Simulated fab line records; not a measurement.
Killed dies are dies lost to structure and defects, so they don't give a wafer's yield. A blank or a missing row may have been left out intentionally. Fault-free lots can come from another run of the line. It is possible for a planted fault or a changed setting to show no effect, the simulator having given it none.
Struck lot and sound lot, side by side    flow n5 finfet    21 out of 1938 route steps
Sound: wafers L936.2, L936.4, L936.5. Wafers struck: L937.1, L937.6. Last of all comes the cause.
For every step that has rows: the tool of each side, followed by ch and its chambers, followed by its first start. Under that, the readings that differ: sound wafers    struck wafers    difference of the means    sigmas: that difference in standard deviations of wafers without a fault.
alike: same words and numbers on both sides, and readings whose means sit less than 2 such deviations apart. not compared: any withheld reading, any reading some wafer has no value for, any bound like >300 that may hide the same value, and any number with overlapping values for which the record gives no deviation.
Wherever a step has rows on one side only, a row that says differs or no value, or a row with sigmas, the two part there. When numbers do not overlap yet have no deviation, they are printed without sigmas and do not part them. A reading that every wafer of one side lacks parts them only if that side has two wafers or more.

first, 1 step without rows for these wafers: N5_ZERO_LAYER_HARDBAKE_23 (time 120 s).
N5_ZERO_LAYER_CD_MEAS_11: the cd target is 2000 nm.
  sound on cd sem-01 ch 0, day 3 06:38; struck on cd sem-01 ch 0, day 3 12:46
  alike: cd nm
N5_ZERO_LAYER_DESCUM_16: chemistry O2, time 7.9 s.
  sound on rie diel-05 ch 0,1,3, day 3 06:41; struck on rie diel-04 ch 0,3, day 3 12:49
  alike: bias power w, drypump motor current A, o2 flow sccm, oes product au, rf fwd power W, rf vpp V, showerhead plenum p Torr, throttle valve pct
  not compared: rf hours counter h
N5_ZERO_LAYER_ETCH_17: etches SiO2 in CF4, target depth 12 nm, time 13.3 s.
  sound on rie diel-05 ch 0,1,3, day 3 06:43; struck on rie diel-04 ch 0,3, day 3 12:51
  alike: drypump motor current A, oes product au, rf fwd power W, rf vpp V, showerhead plenum p Torr, throttle valve pct
  not compared: rf hours counter h
N5_ZERO_LAYER_ETCH_18: etches Si in HBr/Cl2, target depth 120 nm, time 40 s.
  sound on rie si-06 ch 0,2, day 3 06:47; struck on rie si-04 ch 1,2, day 3 12:56
  alike: drypump motor current A, oes product au, rf fwd power W, throttle valve pct
  not compared: rf hours counter h
N5_ZERO_LAYER_STRIP_24: strips in O2.
  sound on plasma asher-01 ch 0,1, day 3 06:53; struck on plasma asher-02 ch 0,1, day 3 13:02
  alike: drypump motor current A, heater power w, o2 flow sccm, oes product au, strip time to endpoint s
  not compared: rf hours counter h
then, 1 step without rows for these wafers: N5_ZERO_LAYER_STRIP_19 (strips in SPM, time 900 s).
N5_ZERO_LAYER_INSPECT_20: inspects for defects (darkfield).
  sound on defect inspect-02, day 3 07:15; struck on defect inspect-01, day 3 13:24
  alike: raw defect count
then, 4 steps without rows for these wafers: N5_WELL_APT_HMDS_01 (time 60 s); N5_WELL_APT_COAT_02 (resist thk 950 nm); N5_WELL_APT_EBR_04; N5_WELL_APT_SOFTBAKE_03 (time 60 s).
N5_WELL_APT_EXPOSE_05: exposes mask NWELL, defocus 0 nm, target cd 200 nm.
  sound on krf scanner-02 ch 0, day 3 07:23; struck on krf scanner-02 ch 0, day 3 13:32
  alike: mask
then, 3 steps without rows for these wafers: N5_WELL_APT_PEB_06 (peb time 90 s); N5_WELL_APT_DEVELOP_07 (develop time 45 s); N5_WELL_APT_HARDBAKE_12 (time 120 s).
N5_WELL_APT_CD_MEAS_08: the cd target is 200 nm.
  sound on cd sem-02 ch 0, day 3 07:34; struck on cd sem-01 ch 0, day 3 13:42
  alike: cd nm
N5_WELL_APT_OVL_MEAS_09:
  sound on overlay-02 ch 0, day 3 07:35; struck on overlay-02 ch 0, day 3 13:44
  alike: NWELL_OVL
N5_WELL_APT_INSPECT_10: inspects for defects (macro).
  sound on defect inspect-02, day 3 07:37; struck on defect inspect-02, day 3 13:46
  alike: raw defect count
N5_WELL_APT_DESCUM_13: chemistry O2, time 7.9 s.
  sound on rie diel-02 ch 0,1,2, day 3 07:41; struck on rie diel-03 ch 2, day 3 13:47
  alike: bias power w, drypump motor current A, o2 flow sccm, oes product au, rf fwd power W, rf vpp V, showerhead plenum p Torr, throttle valve pct
  not compared: rf hours counter h, model.WELL_APT.cd nm
following that, these wafers have no rows for 1 step: N5_WELL_APT_IMPLANT_14.

== WHERE THEY PART ==
Nowhere in this record.

WHY: what had been put in by the simulator
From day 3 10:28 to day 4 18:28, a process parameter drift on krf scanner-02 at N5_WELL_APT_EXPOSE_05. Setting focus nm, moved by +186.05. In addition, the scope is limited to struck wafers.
